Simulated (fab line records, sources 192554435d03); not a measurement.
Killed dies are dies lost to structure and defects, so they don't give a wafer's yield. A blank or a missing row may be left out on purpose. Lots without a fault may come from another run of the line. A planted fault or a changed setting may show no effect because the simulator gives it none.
Chamber matching | flow n5_finfet | N5_BEOL_M0_SAQP_PECVD_00 on pecvd-04: 3 sister chambers
The step deposits SiCN from 3MS/NH3, target thk 8 nm, time 14 s. 3 wafers are shown with their chamber, then 10 later ones without.

WAFERS WITH THEIR CHAMBER
wafer  | chamber | throttle_valve_pct (%)
L086.3 | 2       | 8.1
L089.1 | 0       | 9.0
L089.4 | 1       | 8.6

WAFERS WITHOUT THEIR CHAMBER
wafer  | throttle_valve_pct (%)
L089.6 | 8.2
L090.1 | 8.9
L090.5 | 8.9
L090.6 | 9.0
L094.4 | 8.7
L094.5 | 8.6
L094.6 | 8.9
L095.1 | 9.2
L095.3 | 8.8
L095.6 | 9.2

WHICH CHAMBER EACH WENT THROUGH
wafer  | from the rows above     | in truth
L089.6 | 2                       | 2
L090.1 | can't be placed: 0 or 1 | 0
L090.5 | can't be placed: 0 or 1 | 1
L090.6 | 0                       | 0
L094.4 | can't be placed: 1 or 0 | 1
L094.5 | 1                       | 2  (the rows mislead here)
L094.6 | can't be placed: 0 or 1 | 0
L095.1 | 0                       | 0
L095.3 | can't be placed: 0 or 1 | 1
L095.6 | 0                       | 0
Placed correctly: 4 of 10. Can't be placed from these rows: 5 (the true chamber is among the candidates in 5). Placed wrongly: 1.
How it was worked out, from the rows above alone: a wafer's distance from a chamber is the root of the sum, over the readings, of the square of ((its reading less the chamber's mean) divided by the reading's scatter). The wafer belongs to the nearest chamber; if the next one is less than 2 further off, it can't be placed. A chamber's mean is the mean of its shown wafers. The scatter: with one shown wafer a chamber, the root of the mean of the squares of how far each hidden wafer lies from its nearest shown one.
